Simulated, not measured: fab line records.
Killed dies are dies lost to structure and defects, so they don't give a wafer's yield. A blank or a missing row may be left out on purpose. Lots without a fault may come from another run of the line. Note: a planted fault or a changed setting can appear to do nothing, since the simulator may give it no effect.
A single fault, viewed from 3 desks	flow n5 finfet	each desk holds nothing but its own numbers, with what lay behind them at the end

## FROM THE METROLOGY DESK
What the gauges read, lot by lot, whatever tool the lot ran on: means of the sampled wafers that have a number. Marked OUT: a lot whose mean sits more than 4 standard deviations from the usual mean, which makes it out of limits; the brackets give that distance.
Columns: A = cd nm at N5_PASSIVATION_CD_MEAS_10, usual 3000 nm; B = TV_OVL at N5_PASSIVATION_OVL_MEAS_60, usual -2 nm
lot	first seen here	A	B
L773	day 15 07:53	3004	-5
L775	day 15 12:41	2999	-8
L779	day 16 09:43	3003	-3
L781	day 16 09:51	2998	3
L782	day 16 14:26	2996	-7
L786	day 17 11:18	3000	-4
Result from this desk: across the 6 lots, nothing is out of limits.

## THE DEFECT DESK
What the inspections along the route counted, lot by lot: means of the sampled wafers that have a number. Marked OUT: a lot whose mean sits more than 4 standard deviations from the usual mean, which makes it out of limits; the brackets give that distance.
Columns: A = raw defect count at N5_PASSIVATION_INSPECT_61, usual 1.9
lot	first seen here	A
L773	day 15 07:56	2.3
L775	day 15 12:44	1.3
L779	day 16 09:46	2.0
L781	day 16 09:54	1.3
L782	day 16 14:29	1.0
L786	day 17 11:21	2.7
Result from this desk: across the 6 lots, nothing is out of limits.

## TOOL OWNER'S DESK, rie diel-01
The tool's own readings at N5_PASSIVATION_ETCH_15 (etches SiCN in CF4/N2, target depth 75 nm, time 81.2 s): means of the sampled wafers that have a number, for each lot that ran on this tool. Marked OUT: a lot whose mean sits more than 4 standard deviations from the usual mean, which makes it out of limits; the brackets give that distance.
Columns: A = drypump motor current A at N5_PASSIVATION_ETCH_15, usual 5.8 A; B = oes product au at N5_PASSIVATION_ETCH_15, usual 0.82 a.u.; C = rf vpp V at N5_PASSIVATION_ETCH_15, usual 381.6 V; D = showerhead plenum p Torr at N5_PASSIVATION_ETCH_15, usual 2.19 Torr; E = throttle valve pct at N5_PASSIVATION_ETCH_15, usual 15.37 %
lot	first seen here	A	B	C	D	E
L775	day 15 13:19	5.9	0.74	381.3	2.16	15.51
L781	day 16 10:20	6.0	0.84	382.1	2.21	15.43
L782	day 16 14:55	6.1	0.80	380.6	2.15	15.61
Result from this desk: across the 3 lots, nothing is out of limits.

## ALL TOGETHER
From the metrology desk's view, nothing was out of limits.
No out-of-limits result turned up at the defect desk.
Nothing out of limits was seen by the tool owner's desk.

## WHAT THE SIMULATOR HAD INSERTED
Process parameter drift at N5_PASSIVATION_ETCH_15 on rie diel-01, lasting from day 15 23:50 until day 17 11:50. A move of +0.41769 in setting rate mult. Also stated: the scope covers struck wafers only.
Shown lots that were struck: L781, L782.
